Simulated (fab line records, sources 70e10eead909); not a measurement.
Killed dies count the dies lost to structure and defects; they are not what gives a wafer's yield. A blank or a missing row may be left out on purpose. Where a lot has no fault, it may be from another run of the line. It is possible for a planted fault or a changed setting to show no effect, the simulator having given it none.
Chamber matching / flow nand_harc / NHARC_P_CONTACT_CMP_24 on cmp-04 has 4 sister chambers
The step polishes, t overpolish 30 s, target thk 200 nm. 4 wafers are shown with their chamber, then 8 later ones without.

## WAFERS PAIRED WITH THEIR CHAMBERS
wafer=L087.6; chamber=0; motor_current_A (A)=11.8
wafer=L090.1; chamber=2; motor_current_A (A)=13.0
wafer=L090.6; chamber=3; motor_current_A (A)=12.3
wafer=L092.1; chamber=1; motor_current_A (A)=12.1

## WAFERS WITH NO CHAMBER GIVEN
wafer=L092.2; motor_current_A (A)=11.9
wafer=L092.6; motor_current_A (A)=11.0
wafer=L095.2; motor_current_A (A)=12.8
wafer=L095.4; motor_current_A (A)=11.3
wafer=L095.5; motor_current_A (A)=11.3
wafer=L097.1; motor_current_A (A)=12.6
wafer=L097.2; motor_current_A (A)=12.0
wafer=L097.6; motor_current_A (A)=13.0

## THE CHAMBER EACH PASSED THROUGH
wafer=L092.2; from the rows above=can't be placed: 0 or 1 or 3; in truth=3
wafer=L092.6; from the rows above=can't be placed: 0 or 1 or 3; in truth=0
wafer=L095.2; from the rows above=can't be placed: 2 or 3 or 1 or 0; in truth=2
wafer=L095.4; from the rows above=can't be placed: 0 or 1 or 3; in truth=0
wafer=L095.5; from the rows above=can't be placed: 0 or 1 or 3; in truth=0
wafer=L097.1; from the rows above=can't be placed: 3 or 2 or 1 or 0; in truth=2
wafer=L097.2; from the rows above=can't be placed: 1 or 0 or 3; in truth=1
wafer=L097.6; from the rows above=can't be placed: 2 or 3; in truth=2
Correctly placed: 0 of 8. Can't be placed from these rows: 8 (the true chamber is among the candidates in 8). Placed wrongly: 0.
How it was worked out, from the rows above alone: a wafer's distance from a chamber is the root of the sum, over the readings, of the square of ((its reading less the chamber's mean) divided by the reading's scatter). The wafer belongs to the nearest chamber; if the next one is less than 2 further off, it can't be placed. A chamber's mean is the mean of its shown wafers. The scatter: with one shown wafer a chamber, the root of the mean of the squares of how far each hidden wafer lies from its nearest shown one.
